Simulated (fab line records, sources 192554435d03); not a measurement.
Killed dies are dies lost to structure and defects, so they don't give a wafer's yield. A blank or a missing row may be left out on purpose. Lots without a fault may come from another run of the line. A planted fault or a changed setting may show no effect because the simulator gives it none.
fab line records | flow n5_finfet
record lots=7 wafers=21
route steps=1938 shown MOL_CONTACT_COAG@565 BEOL_M0_SAQP@638 BEOL_M0@726 BEOL_M1@770 BEOL_M2@851 PASSIVATION@1936
start_h: hours from the record's first day to the start of the lot's first wafer shown | wait_h: hours since the lot's step before | " the same as in the row above | L1.1+2: a row that stands for several wafers | - no value, or no start given | * or withheld: withheld | < > ~ a bound
route shown NAME@n: a module of which the file shows steps, and the number in the route of the first | usual: mean/standard deviation of fault-free wafers | same: alike in all rows | chamber/n: place in a boat | sites: the reading at each site | _std_site: their standard deviation | _edge_site: outer sites' mean less inner sites' | radius_mm: how far each site lies from the wafer's centre | mask NAME#n: copy n | behind: the tool/chamber that last shaped the wafer | hold: why the lot was held/for how many hours/how that ended | device: the transistor (n, p or np) that didn't switch | end of line: the same wafers' tests at the end of the route | a step without rows: its recipe alone | killed: dies lost to structure and defects at the first sort, not the wafer's yield | map: a wafer's dies, x killed, . not, _ none there
set.NAME: the setting as run; set.NAME@STEP: as run at that earlier step | model.NAME: the simulator's own value behind a step, which no gauge read
lots whose settings were changed on purpose; a table a step, a row a wafer
## steps
# step N5_MOL_CONTACT_COAG_COAT_76
# recipe resist=SiARC temp_c=220 time_s=60 spin_rpm=1500 resist_thk_nm=10
# columns lot.wafer tool chamber start_h wait_h set.spin_rpm model.SiARC_of_MOL_CONTACT_COAG_COAT_76.thk_nm
L076.2 litho_track-01 0 - - 1500 10
L076.3+4 " 0 " " 1647 9.6
L081.1+4 litho_track-05 0 - - 1500 10
L081.5 " 0 " " 1387 10.4
L083.1+2+5 litho_track-05 0 - - 1500 10
L090.4+5+6 litho_track-02 0 - - 1500 10
L091.1 litho_track-05 0 - - 1500 10
L091.3+6 " 0 " " 1660 9.6
L093.1+3+6 litho_track-05 0 - - 1500 10
L095.1+5+6 litho_track-01 0 - - 1500 10
# step N5_MOL_CONTACT_COAG_COAT_77
# recipe resist=underlayer temp_c=205 time_s=60 spin_rpm=1500 resist_thk_nm=10
# step N5_MOL_CONTACT_COAG_COAT_78
# recipe resist=CAR-EUV spin_rpm=1500 resist_thk_nm=40
# step N5_MOL_CONTACT_COAG_DESCUM_88
# recipe chemistry=O2 time_s=7 source_power_w=50 bias_power_w=20 pressure_mtorr=20 rf_frequency_hz=2.712e+07 temp_c=40 resist=CAR-EUV o2_flow_sccm=225
# step N5_MOL_CONTACT_COAG_ETCH_89
# recipe chemistry=N2/H2 target=underlayer target_depth_a=130 mask_material=CAR-EUV time_s=10.4 ion_energy_ev=200 pressure_mtorr=30 source_w=840 bias_w=150 n2_flow_sccm=200 h2_flow_sccm=200 ends=cleared
# step N5_MOL_CONTACT_COAG_ETCH_90
# recipe chemistry=CF4 target=SiARC target_depth_a=130 mask_material=CAR-EUV time_s=21.7 ion_energy_ev=80 pressure_mtorr=40 source_w=545 bias_w=36 Ar_flow_sccm=100 cf4_flow_sccm=100 ends=cleared
# columns lot.wafer tool chamber start_h wait_h set.spin_rpm@MOL_CONTACT_COAG_COAT_76 model.etch.depth_nm
L076.2 rie_diel-01 3 113.52 0.0 1500 9.989
L076.3 " 1 " " 1647 9.541
L076.4 " 0 " " 1647 9.548
L081.1 rie_diel-03 1 144.49 0.0 1500 10.02
L081.4 " 2 " " 1500 9.972
L081.5 " 0 " " 1387 10.37
L083.1 rie_diel-01 1 152.04 0.0 1500 9.998
L083.2 " 2 " " 1500 10.01
L083.5 " 1 " " 1500 10.03
L090.4 rie_diel-03 3 194.82 0.0 1500 9.995
L090.5+6 " 2,0 " " 1500 10
L091.1 rie_diel-01 3 201.01 0.0 1500 10.04
L091.3 " 0 " " 1660 9.547
L091.6 " 3 " " 1660 9.546
L093.1 rie_diel-05 2 219.79 0.0 1500 9.959
L093.3 " 3 " " 1500 9.964
L093.6 " 3 " " 1500 9.953
L095.1 rie_diel-05 1 232.32 0.0 1500 10.02
L095.5 " 2 " " 1500 10.01
L095.6 " 3 " " 1500 10
# step N5_MOL_CONTACT_COAG_ALD_131
# recipe material=SiO2 target_thk_a=50 temp_c=100 ald_precursor_family=BDEAS ald_co_reactant=O2-plasma pulse_time_s=1 co_reactant_pulse_time_s=1 purge_time_s=2 co_reactant_purge_time_s=2 ald_cycles=35 pressure_torr=2
# step N5_MOL_CONTACT_COAG_ETCHBACK_132
# recipe chemistry=CHF3 target=SiO2 target_depth_a=100 time_s=6.7 ion_energy_ev=200 pressure_mtorr=30 source_w=610 bias_w=170 Ar_flow_sccm=200 CHF3_flow_sccm=50
# step N5_MOL_CONTACT_COAG_ETCHBACK_135
# recipe chemistry=CHF3 target=SiO2 target_depth_a=250 time_s=16.7 ion_energy_ev=200 pressure_mtorr=30 source_w=610 bias_w=170 Ar_flow_sccm=200 CHF3_flow_sccm=50
# step N5_MOL_CONTACT_COAG_STRIP_118
# recipe chemistry=CHF3 resist=SiARC rf_frequency_hz=6e+07
# step N5_MOL_CONTACT_COAG_VIA_ETCH_46
# recipe chemistry=C4F6/O2 target_depth_a=460 overetch_a=92 mask_material=SOC target=SiO2 bias_w=455 pressure_mtorr=10 time_s=40 source_w=325 Ar_flow_sccm=300 C4F6_flow_sccm=10 O2_flow_sccm=10 ion_energy_ev=575.3 ends=end_point
# columns lot.wafer tool chamber start_h wait_h set.temp_c@MOL_CONTACT_COAG_PECVD_31 model.etch.depth_nm
L076.2 rie_diel-01 2 114.38 0.0 400 45.66
L076.3 " 1 " " 400 45.76
L076.4 " 3 " " 406.3 44.36
L081.1 rie_diel-03 0 144.91 0.0 385.2 48.25
L081.4 " 1 " " 400 46.53
L081.5 " 0 " " 400 47.17
L083.1 rie_diel-03 1 152.73 0.0 391.2 48.02
L083.2 " 0 " " 400 45.45
L083.5 " 1 " " 400 47.32
L090.4 rie_diel-03 3 195.25 0.0 400 46.64
L090.5 " 0 " " 386.7 50.43
L090.6 " 2 " " 386.7 49.34
L091.1 rie_diel-01 1 201.45 0.0 383.8 49.89
L091.3 " 2 " " 400 44.84
L091.6 " 2 " " 400 46.49
L093.1 rie_diel-05 3 220.21 0.0 400 45.89
L093.3 " 1 " " 400 46.57
L093.6 " 3 " " 400 47.63
L095.1 rie_diel-03 3 232.74 0.0 400 45.84
L095.5 " 2 " " 411.6 43.45
L095.6 " 3 " " 411.6 42.93
# step N5_BEOL_M0_SAQP_PECVD_04
# recipe material=a-Si target_thk_a=600 temp_c=350 precursor=SiH4/He pressure_torr=3 rf_w=100 time_s=60.2
# columns lot.wafer tool chamber start_h wait_h set.time_s model.a-Si_of_BEOL_M0_SAQP_PECVD_04.thk_nm
L076.2 pecvd-04 0 121.04 0.0 60.2 59.2
L076.3 " 2 " " 56.78 55.6
L076.4 " 1 " " 60.2 60
L081.1 pecvd-02 2 151.50 0.0 60.2 60.4
L081.4 " 1 " " 60.2 60.8
L081.5 " 0 " " 52.85 53
L083.1 pecvd-04 0 161.57 0.0 65.48 64
L083.2 " 1 " " 65.48 63.8
L083.5 " 2 " " 60.2 59.6
L090.4+5 pecvd-04 2,0 204.53 0.0 60.2 61
L090.6 " 1 " " 60.2 60
L091.1 pecvd-04 2 209.68 0.0 56.53 55.8
L091.3 " 0 " " 60.2 59.2
L091.6 " 0 " " 56.53 56.6
L093.1 pecvd-02 0 226.85 0.0 60.2 59.4
L093.3 " 0 " " 60.2 60.6
L093.6 " 1 " " 60.2 60.8
L095.1 pecvd-02 1 240.16 0.0 60.2 59.6
L095.5 " 1 " " 56.35 56.8
L095.6 " 0 " " 60.2 60.2
# step N5_BEOL_M0_SAQP_THK_MEAS_05
# usual thk_nm=59.9/0.71
# columns lot.wafer tool chamber start_h wait_h set.time_s@BEOL_M0_SAQP_PECVD_04 thk_nm
L076.2 film_metro-01 - 121.14 0.1 60.2 59.2
L076.3 " - " " 56.78 55.5
L076.4 " - " " 60.2 60.1
L081.1 film_metro-02 - 151.60 0.1 60.2 60.5
L081.4 " - " " 60.2 60.9
L081.5 " - " " 52.85 53.0
L083.1 film_metro-02 - 161.66 0.1 65.48 64.0
L083.2 " - " " 65.48 63.7
L083.5 " - " " 60.2 59.7
L090.4 film_metro-01 - 204.60 0.0 60.2 60.9
L090.5 " - " " 60.2 61.0
L090.6 " - " " 60.2 60.0
L091.1 film_metro-01 - 209.78 0.1 56.53 55.8
L091.3 " - " " 60.2 59.3
L091.6 " - " " 56.53 56.6
L093.1 film_metro-02 - 226.98 0.1 60.2 59.4
L093.3 " - " " 60.2 60.5
L093.6 " - " " 60.2 60.8
L095.1 film_metro-01 - 240.26 0.1 60.2 59.5
L095.5 " - " " 56.35 56.9
L095.6 " - " " 60.2 60.1
# step N5_BEOL_M0_SAQP_EXPOSE_11
# recipe mask_id=M0_CORE na=1.35 source_shape=dipole sigma_inner=0.538 sigma_outer=0.738 polarization=te target_cd_nm=42 dose_mj=55
# columns lot.wafer tool chamber start_h wait_h mask set.dose_mj
L076.2 arfi_scanner-01 0 121.38 - M0_CORE#0 55
L076.3+4 " 0 " " M0_CORE#0 52.85
L081.1+4+5 arfi_scanner-03 0 151.83 - M0_CORE#0 55
L083.1+5 arfi_scanner-03 0 161.89 - M0_CORE#0 51.9
L083.2 " 0 " " M0_CORE#0 55
L090.4+5+6 arfi_scanner-03 0 205.01 - M0_CORE#0 55
L091.1+3+6 arfi_scanner-03 0 210.04 - M0_CORE#0 55
L093.1+3+6 arfi_scanner-02 0 227.23 - M0_CORE#0 55
L095.1+5+6 arfi_scanner-03 0 240.66 - M0_CORE#0 55
# step N5_BEOL_M0_SAQP_PEB_12
# recipe peb_temp_c=withheld peb_time_s=60 resist=CAR-ArF
# step N5_BEOL_M0_SAQP_DEVELOP_13
# recipe develop_time_s=30 developer=TMAH resist=CAR-ArF dev_temp_c=23 rinse_liquid=diw dry=air_spin
# step N5_BEOL_M0_SAQP_CD_MEAS_14
# recipe target_cd_nm=42.5 landing_energy_ev=500 detector=se_inlens
# usual cd_nm=42.3/0.34
# columns lot.wafer tool chamber start_h wait_h set.dose_mj@BEOL_M0_SAQP_EXPOSE_11 cd_nm
L076.2 cd_sem-03 0 121.50 - 55 42.0
L076.3 " 0 " " 52.85 43.4
L076.4 " 0 " " 52.85 43.4
L081.1 cd_sem-02 0 151.95 - 55 42.3
L081.4 " 0 " " 55 42.1
L081.5 " 0 " " 55 41.9
L083.1 cd_sem-02 0 162.02 - 51.9 44.1
L083.2 " 0 " " 55 42.6
L083.5 " 0 " " 51.9 44.3
L090.4 cd_sem-02 0 205.12 - 55 42.3
L090.5 " 0 " " 55 41.9
L090.6 " 0 " " 55 42.4
L091.1 cd_sem-02 0 210.17 - 55 41.8
L091.3 " 0 " " 55 42.3
L091.6 " 0 " " 55 41.8
L093.1 cd_sem-01 0 227.36 - 55 42.3
L093.3 " 0 " " 55 41.9
L093.6 " 0 " " 55 42.1
L095.1 cd_sem-02 0 240.79 - 55 42.4
L095.5 " 0 " " 55 42.2
L095.6 " 0 " " 55 42.7
# step N5_BEOL_M0_SAQP_HM_OPEN_112
# recipe chemistry=CHF3/O2 target=SiO2 stop_on=a-Si target_depth_a=120 over_etch_frac=1.25 mask_material=SOC time_s=13.5 pressure_mtorr=30 source_w=650 bias_w=170 Ar_flow_sccm=200 CHF3_flow_sccm=50 O2_flow_sccm=5 ion_energy_ev=200 ends=end_point
# step N5_BEOL_M0_SAQP_STRIP_113
# recipe chemistry=CHF3/O2 resist=SiARC rf_frequency_hz=6e+07
# step N5_BEOL_M0_SAQP_MANDREL_ETCH_20
# recipe target_depth_a=600 chemistry=HBr/Cl2 target=a-Si stop_on=SiNx bt_time_s=10 mask_material=SOC over_etch_frac=0.5 time_s=30 pressure_mtorr=10 icp_w=800 bias_w=75 HBr_flow_sccm=150 Cl2_flow_sccm=80 ends=end_point
# usual oes_product_au=0.771/0.012
# columns lot.wafer tool chamber start_h wait_h set.time_s@BEOL_M0_SAQP_PECVD_04 oes_product_au model.etch.depth_nm
L076.2 rie_si-02 1 121.86 0.0 60.2 0.780 59.09
L076.3 " 0 " " 56.78 0.731 55.54
L076.4 " 3 " " 60.2 0.768 60.01
L081.1 rie_si-02 3 152.32 0.0 60.2 0.783 60.44
L081.4 " 0 " " 60.2 0.774 60.79
L081.5 " 3 " " 52.85 0.719 53.01
L083.1 rie_si-04 2 162.53 0.0 65.48 0.780 63.99
L083.2 " 3 " " 65.48 0.796 63.7
L083.5 " 2 " " 60.2 0.750 59.64
L090.4 rie_si-04 3 205.48 0.0 60.2 0.778 60.91
L090.5 " 1 " " 60.2 0.773 60.91
L090.6 " 0 " " 60.2 0.768 60.03
L091.1 rie_si-02 2 210.90 0.0 56.53 0.746 55.79
L091.3 " 1 " " 60.2 0.784 59.29
L091.6 " 2 " " 56.53 0.745 56.56
L093.1 rie_si-04 3 227.80 0.0 60.2 0.767 59.38
L093.3 " 0 " " 60.2 0.779 60.46
L093.6 " 3 " " 60.2 0.767 60.78
L095.1 rie_si-04 2 241.51 0.0 60.2 0.752 59.53
L095.5 " 1 " " 56.35 0.735 56.85
L095.6 " 0 " " 60.2 0.779 60.12
# step N5_BEOL_M0_SAQP_STRIP_86
# recipe chemistry=N2/H2 power_w=500 temp_c=40 pressure_mtorr=50 rf_frequency_hz=6e+07 overash_fraction=0.3 bias_power_w=28 h2_frac=0.5 n2_flow_sccm=300 h2_flow_sccm=300
# step N5_BEOL_M0_SAQP_STRIP_115
# recipe chemistry=post_etch_residue_remover time_s=60 temp_c=25 remover_ph=withheld remover_water_wt_pct=withheld remover_fluoride_wt_pct=withheld
# step N5_BEOL_M0_SAQP_RECESS_114
# recipe chemistry=HF/NH3 target=SiO2 target_depth_a=144 afs_cycles=3 temp_c=30 sublimation_temp_c=180 sublimation_time_s=60
# step N5_BEOL_M0_SAQP_SPACER1_ALD_98
# recipe material=SiO2 target_thk_a=128 temp_c=300 ald_precursor_family=BDEAS ald_co_reactant=O2-plasma pulse_time_s=1 purge_time_s=2 co_reactant_purge_time_s=2 ald_cycles=138 pressure_torr=2
# step N5_BEOL_M0_SAQP_SPACER1_ETCHBACK_99
# recipe chemistry=CHF3/O2 mode=anisotropic_etchback target=SiO2 target_depth_a=154 time_s=7.7 pressure_mtorr=30 source_w=650 bias_w=170 Ar_flow_sccm=200 CHF3_flow_sccm=50 O2_flow_sccm=5 ion_energy_ev=200
# columns lot.wafer tool chamber start_h wait_h set.time_s@BEOL_M0_SAQP_PECVD_04 model.a-Si_of_BEOL_M0_SAQP_PECVD_04.thk_nm
L076.2 rie_diel-04 0 123.15 0.4 60.2 58.4
L076.3 " 3 " " 56.78 55
L076.4 " 2 " " 60.2 59.4
L081.1 rie_diel-06 1 153.41 0.3 60.2 59.8
L081.4 " 0 " " 60.2 60.2
L081.5 " 2 " " 52.85 52.4
L083.1 rie_diel-02 0 163.62 0.3 65.48 63.4
L083.2 " 1 " " 65.48 63
L083.5 " 3 " " 60.2 59
L090.4+5 rie_diel-04 0,3 206.81 0.4 60.2 60.2
L090.6 " 0 " " 60.2 59.4
L091.1 rie_diel-02 0 212.00 0.3 56.53 55.2
L091.3 " 2 " " 60.2 58.6
L091.6 " 3 " " 56.53 56
L093.1 rie_diel-02 3 229.14 0.4 60.2 58.8
L093.3 " 2 " " 60.2 59.8
L093.6 " 1 " " 60.2 60.2
L095.1 rie_diel-04 0 242.61 0.3 60.2 59
L095.5 " 3 " " 56.35 56.2
L095.6 " 2 " " 60.2 59.6
# step N5_BEOL_M0_ETCH_109
# recipe chemistry=CH3F/O2 target_depth_a=80 overetch_a=24 target=SiCN time_s=27.4 ion_energy_ev=120 pressure_mtorr=30 source_w=395 bias_w=75 Ar_flow_sccm=150 CH3F_flow_sccm=30 O2_flow_sccm=20
# usual rf_vpp_V=297.0/1.7
# columns lot.wafer tool chamber start_h wait_h set.bias_w rf_vpp_V
L076.2 rie_diel-01 3 129.19 0.1 75 295.8
L076.3 " 0 " " 62.97 267.9
L076.4 " 2 " " 75 298.1
L081.1 rie_diel-03 0 162.93 0.4 66.69 277.2
L081.4 " 1 " " 75 298.5
L081.5 " 0 " " 66.69 276.1
L083.1 rie_diel-03 2 169.15 0.0 75 296.0
L083.2 " 1 " " 75 297.2
L083.5 " 0 " " 75 298.3
L090.4 rie_diel-05 3 213.31 0.2 75 296.1
L090.5 " 1 " " 75 295.9
L090.6 " 2 " " 75 299.2
L091.1 rie_diel-05 2 216.91 0.0 67.42 279.7
L091.3 " 1 " " 75 297.1
L091.6 " 3 " " 75 294.9
L093.1 rie_diel-03 2 236.13 0.3 75 296.0
L093.3 " 1 " " 75 296.3
L093.6 " 1 " " 75 295.6
L095.1 rie_diel-03 2 250.74 0.2 66.21 274.0
L095.5 " 1 " " 75 296.2
L095.6 " 2 " " 75 296.0
# step N5_BEOL_M1_ETCH_64
# recipe chemistry=N2/H2 target=SOC target_depth_a=750 overetch_a=150 mask_material=SiARC temp_c=40 time_s=112.5 ion_energy_ev=200 pressure_mtorr=30 source_w=840 bias_w=150 n2_flow_sccm=200 h2_flow_sccm=200
# usual rf_vpp_V=524.5/1.8
# columns lot.wafer tool chamber start_h wait_h set.source_w rf_vpp_V
L076.2 rie_diel-02 0 137.61 0.0 840 523.4
L076.3 " 1 " " 840 524.4
L076.4 " 3 " " 766.1 544.8
L081.1 rie_diel-06 3 171.74 0.0 840 522.4
L081.4 " 2 " " 840 524.0
L081.5 " 0 " " 840 522.3
L083.1 rie_diel-06 2 177.11 0.0 840 524.1
L083.2 " 0 " " 840 521.9
L083.5 " 1 " " 840 526.6
L090.4 rie_diel-02 2 217.47 0.0 840 525.4
L090.5 " 1 " " 840 524.0
L090.6 " 2 " " 980.7 499.3
L091.1 rie_diel-02 3 225.13 0.0 840 526.3
L091.3 " 1 " " 840 524.1
L091.6 " 3 " " 730.5 550.4
L093.1 rie_diel-06 0 240.56 0.0 840 523.2
L093.3 " 2 " " 840 523.3
L093.6 " 1 " " 840 526.1
L095.1 rie_diel-04 3 254.27 0.0 956.4 501.7
L095.5 " 3 " " 956.4 503.0
L095.6 " 2 " " 840 521.3
# step N5_BEOL_M2_EXPOSE_08
# recipe mask_id=M2 na=0.33 source_shape=dipole sigma_inner=0.369 sigma_outer=0.767 polarization=unpolarized dose_mj=41.25
# columns lot.wafer tool chamber start_h wait_h mask set.dose_mj
L076.2+4 euv_scanner-01 0 146.30 - M2#0 41.25
L076.3 " 0 " " M2#0 43.67
L081.1+4 euv_scanner-01 0 183.57 - M2#0 44.08
L081.5 " 0 " " M2#0 41.25
L083.1+2 euv_scanner-01 0 185.49 - M2#0 43.8
L083.5 " 0 " " M2#0 41.25
L090.4 euv_scanner-02 0 228.00 - M2#0 43.16
L090.5+6 " 0 " " M2#0 41.25
L091.1+3+6 euv_scanner-02 0 232.71 - M2#0 41.25
L093.1+3+6 euv_scanner-01 0 250.09 - M2#0 41.25
L095.1+6 euv_scanner-02 0 302.61 - M2#0 41.25
L095.5 " 0 " " M2#0 43.41
# step N5_BEOL_M2_PEB_09
# recipe peb_temp_c=100 peb_time_s=60 resist=CAR-EUV
# step N5_BEOL_M2_DEVELOP_10
# recipe develop_time_s=30 developer=TMAH resist=CAR-EUV rinse_liquid=surfactant_rinse dry=air_spin dev_temp_c=23
# step N5_BEOL_M2_CD_MEAS_11
# recipe target_cd_nm=16.79 landing_energy_ev=500 detector=se_inlens polarity=opening
# usual cd_nm=16.78/0.23
# columns lot.wafer tool chamber start_h wait_h set.dose_mj@BEOL_M2_EXPOSE_08 cd_nm
L076.2 cd_sem-01 0 146.43 - 41.25 16.54
L076.3 " 0 " " 43.67 17.84
L076.4 " 0 " " 41.25 16.92
L081.1 cd_sem-02 0 183.70 - 44.08 17.95
L081.4 " 0 " " 44.08 18.16
L081.5 " 0 " " 41.25 16.61
L083.1 cd_sem-02 0 185.62 - 43.8 18.10
L083.2 " 0 " " 43.8 17.49
L083.5 " 0 " " 41.25 16.56
L090.4 cd_sem-03 0 228.12 - 43.16 17.43
L090.5 " 0 " " 41.25 16.46
L090.6 " 0 " " 41.25 17.11
L091.1 cd_sem-01 0 232.84 - 41.25 16.74
L091.3 " 0 " " 41.25 16.60
L091.6 " 0 " " 41.25 17.00
L093.1 cd_sem-02 0 250.23 - 41.25 16.67
L093.3 " 0 " " 41.25 16.74
L093.6 " 0 " " 41.25 16.96
L095.1 cd_sem-03 0 302.74 - 41.25 16.85
L095.5 " 0 " " 43.41 17.99
L095.6 " 0 " " 41.25 16.91
# step N5_PASSIVATION_PROBE_49
# usual killed_dies=103/20
# columns lot.wafer tool chamber start_h wait_h set.dose_mj@BEOL_M2_EXPOSE_08 killed_dies
L076.2 prober-01 - 277.61 0.1 41.25 102
L076.3 prober-01 - 277.66 0.1 43.67 859
L076.4 prober-01 - 277.71 0.2 41.25 88
L081.1 prober-02 - 302.87 0.0 44.08 1160
L081.4 prober-02 - 303.02 0.2 44.08 1162
L081.5 prober-02 - 303.07 0.2 41.25 104
L083.1 prober-01 - 319.02 0.0 43.8 1016
L083.2 prober-01 - 319.07 0.1 43.8 994
L083.5 prober-01 - 319.22 0.2 41.25 103
L091.1 prober-02 - 378.20 0.0 41.25 114
L091.3 prober-02 - 378.30 0.1 41.25 106
L091.6 prober-02 - 378.45 0.3 41.25 99
L090.4 prober-02 - 395.26 0.2 43.16 329
L090.5 prober-02 - 395.31 0.2 41.25 108
L090.6 prober-02 - 395.36 0.3 41.25 74
L093.1 prober-02 - 421.08 0.0 41.25 102
L093.3 prober-02 - 421.18 0.1 41.25 72
L093.6 prober-02 - 421.33 0.3 41.25 107
L095.1 prober-01 - 467.40 0.0 41.25 101
L095.5 prober-01 - 467.60 0.2 43.41 553
L095.6 prober-01 - 467.65 0.3 41.25 120
## key
split step=N5_MOL_CONTACT_COAG_COAT_76 setting=spin_rpm stated=1500 by=wafer
response step=N5_MOL_CONTACT_COAG_COAT_76 reading=model.SiARC_of_MOL_CONTACT_COAG_COAT_76.thk_nm change=-0.042 per=1% r=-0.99
response step=N5_MOL_CONTACT_COAG_ETCH_90 reading=model.etch.depth_nm change=-0.0464 per=1% r=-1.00
split step=N5_BEOL_M0_SAQP_PECVD_04 setting=time_s stated=60.2 by=wafer
response step=N5_BEOL_M0_SAQP_PECVD_04 reading=model.a-Si_of_BEOL_M0_SAQP_PECVD_04.thk_nm change=+0.569 per=1% r=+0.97
response step=N5_BEOL_M0_SAQP_THK_MEAS_05 reading=thk_nm change=* per=1% r=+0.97
response step=N5_BEOL_M0_SAQP_MANDREL_ETCH_20 reading=oes_product_au change=+0.00513 per=1% r=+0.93
response step=N5_BEOL_M0_SAQP_MANDREL_ETCH_20 reading=model.etch.depth_nm change=+0.566 per=1% r=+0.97
response step=N5_BEOL_M0_SAQP_SPACER1_ETCHBACK_99 reading=model.a-Si_of_BEOL_M0_SAQP_PECVD_04.thk_nm change=+0.565 per=1% r=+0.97
split step=N5_BEOL_M0_SAQP_EXPOSE_11 setting=dose_mj stated=55 by=wafer
response step=N5_BEOL_M0_SAQP_CD_MEAS_14 reading=cd_nm change=-0.307 per=1% r=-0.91
split step=N5_BEOL_M0_ETCH_109 setting=bias_w stated=75 by=wafer
response step=N5_BEOL_M0_ETCH_109 reading=rf_vpp_V change=+1.83 per=1% r=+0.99
split step=N5_BEOL_M1_ETCH_64 setting=source_w stated=840 by=wafer
response step=N5_BEOL_M1_ETCH_64 reading=rf_vpp_V change=-1.67 per=1% r=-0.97
split step=N5_BEOL_M2_EXPOSE_08 setting=dose_mj stated=41.25 by=wafer
response step=N5_BEOL_M2_CD_MEAS_11 reading=cd_nm change=+0.195 per=1% r=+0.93
response step=N5_PASSIVATION_PROBE_49 reading=killed_dies slope=+123 per=1% together_with=none explained=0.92
split outside_this_file step=N5_MOL_CONTACT_COAG_PECVD_31 setting=temp_c
# split outside_this_file: this setting was split too, and the file shows its column; the key of that split is in another file
